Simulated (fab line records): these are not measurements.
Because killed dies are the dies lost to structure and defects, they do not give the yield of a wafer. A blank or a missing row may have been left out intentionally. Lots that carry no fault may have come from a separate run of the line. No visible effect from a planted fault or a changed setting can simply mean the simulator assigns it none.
Matching of chambers ; flow n5 finfet ; rie diel-02 running N5_BEOL_M11_STRIP_67: 4 sister chambers
The step strips in CF4. 4 wafers are shown with their chamber, then 11 later ones without.

== WAFERS PAIRED WITH THEIR CHAMBERS ==
wafer;chamber;showerhead plenum p Torr (Torr)
L083.6;2;1.70
L085.1;0;1.85
L086.1;3;1.77
L087.1;1;1.86

== WAFERS WHOSE CHAMBER IS MISSING ==
wafer;showerhead plenum p Torr (Torr)
L087.5;1.77
L087.6;1.69
L091.2;1.84
L091.3;1.77
L091.5;1.77
L094.3;1.86
L094.4;1.77
L094.6;1.77
L095.1;1.84
L095.5;1.77
L095.6;1.84

== EACH ONE'S CHAMBER ==
wafer;from the rows above;in truth
L087.5;3;3
L087.6;2;2
L091.2;can't be placed: 0 or 1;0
L091.3;3;3
L091.5;3;3
L094.3;can't be placed: 1 or 0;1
L094.4;3;3
L094.6;3;3
L095.1;can't be placed: 0 or 1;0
L095.5;3;3
L095.6;can't be placed: 0 or 1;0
7 of 11 placed correctly. Not placeable from these rows: 4 (in 4, the candidates include the true chamber). Number placed wrongly: 0.
How it was worked out, from the rows above alone: a wafer's distance from a chamber is the root of the sum, over the readings, of the square of ((its reading less the chamber's mean) divided by the reading's scatter). The wafer belongs to the nearest chamber; if the next one is less than 2 further off, it can't be placed. A chamber's mean is the mean of its shown wafers. The scatter: with one shown wafer a chamber, the root of the mean of the squares of how far each hidden wafer lies from its nearest shown one.
